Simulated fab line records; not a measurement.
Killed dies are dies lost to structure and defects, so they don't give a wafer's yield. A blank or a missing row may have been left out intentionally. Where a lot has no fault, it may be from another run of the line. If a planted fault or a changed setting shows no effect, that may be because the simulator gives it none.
Chamber matching + flow n5_finfet + N5_PASSIVATION_STRIP_34 on rie_diel-04 has 4 sister chambers
The step strips in O2. 4 wafers are shown with their chamber, then 10 later ones without.

## WAFERS PAIRED WITH THEIR CHAMBERS
| wafer  | chamber | showerhead_plenum_p_Torr (Torr) |
|--------|---------|---------------------------------|
| L239.3 | 2       | 2.07                            |
| L243.6 | 0       | 2.16                            |
| L244.3 | 1       | 2.14                            |
| L244.4 | 3       | 2.06                            |

## WAFERS MISSING THEIR CHAMBER
| wafer  | showerhead_plenum_p_Torr (Torr) |
|--------|---------------------------------|
| L244.5 | 2.07                            |
| L248.2 | 2.06                            |
| L248.4 | 2.06                            |
| L248.5 | 2.06                            |
| L260.2 | 2.05                            |
| L260.3 | 2.06                            |
| L260.6 | 2.05                            |
| L256.3 | 2.06                            |
| L256.4 | 2.06                            |
| L256.6 | 2.14                            |

## CHAMBER TAKEN BY EACH
| wafer  | from the rows above | in truth                   |
|--------|---------------------|----------------------------|
| L244.5 | 2                   | 2                          |
| L248.2 | 3                   | 3                          |
| L248.4 | 3                   | 3                          |
| L248.5 | 3                   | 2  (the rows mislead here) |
| L260.2 | 3                   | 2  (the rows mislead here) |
| L260.3 | 3                   | 3                          |
| L260.6 | 3                   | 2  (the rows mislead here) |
| L256.3 | 3                   | 3                          |
| L256.4 | 3                   | 3                          |
| L256.6 | 1                   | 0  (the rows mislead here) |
6 of 10 placed correctly. Not placeable from these rows: 0. Placed wrongly: 4.
How it was worked out, from the rows above alone: a wafer's distance from a chamber is the root of the sum, over the readings, of the square of ((its reading less the chamber's mean) divided by the reading's scatter). The wafer belongs to the nearest chamber; if the next one is less than 2 further off, it can't be placed. A chamber's mean is the mean of its shown wafers. The scatter (one wafer shown for each chamber): square how far every hidden wafer sits from the nearest shown wafer, average those squares and take the square root.
